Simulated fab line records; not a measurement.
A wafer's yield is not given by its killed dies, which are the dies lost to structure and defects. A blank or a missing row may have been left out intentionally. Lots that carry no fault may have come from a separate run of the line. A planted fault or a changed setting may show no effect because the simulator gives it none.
Matching of chambers / flow n5-finfet / rie-diel-05 running N5_BEOL_M6_ETCH_62: 4 sister chambers
The step etches SOC in N2/H2, target depth 110 nm, overetch 22 nm, time 165 s. 4 wafers are shown with their chamber, then 7 later ones without.

## EACH WAFER AND ITS CHAMBER
wafer=L079.3; chamber=0; showerhead-plenum-p-Torr (Torr)=2.51
wafer=L083.3; chamber=3; showerhead-plenum-p-Torr (Torr)=2.63
wafer=L083.6; chamber=1; showerhead-plenum-p-Torr (Torr)=2.50
wafer=L084.4; chamber=2; showerhead-plenum-p-Torr (Torr)=2.42

## WAFERS MISSING THEIR CHAMBER
wafer=L084.6; showerhead-plenum-p-Torr (Torr)=2.63
wafer=L094.3; showerhead-plenum-p-Torr (Torr)=2.42
wafer=L094.4; showerhead-plenum-p-Torr (Torr)=2.62
wafer=L094.6; showerhead-plenum-p-Torr (Torr)=2.62
wafer=L096.1; showerhead-plenum-p-Torr (Torr)=2.41
wafer=L096.2; showerhead-plenum-p-Torr (Torr)=2.62
wafer=L096.4; showerhead-plenum-p-Torr (Torr)=2.41

## THE CHAMBER EACH PASSED THROUGH
wafer=L084.6; from the rows above=3; in truth=3
wafer=L094.3; from the rows above=2; in truth=2
wafer=L094.4; from the rows above=3; in truth=3
wafer=L094.6; from the rows above=3; in truth=3
wafer=L096.1; from the rows above=2; in truth=2
wafer=L096.2; from the rows above=3; in truth=3
wafer=L096.4; from the rows above=2; in truth=2
Correctly placed: 7 of 7. From these rows, 0 cannot be placed. 0 placed wrongly.
How it was worked out, from the rows above alone: a wafer's distance from a chamber is the root of the sum, over the readings, of the square of ((its reading less the chamber's mean) divided by the reading's scatter). If the next closest chamber is less than 2 further off than the closest, the wafer can't be placed; otherwise it belongs to the closest. Each chamber's mean is taken over the wafers shown for it. The scatter: root of mean squared gap, hidden wafer to nearest shown wafer, with one shown wafer a chamber.
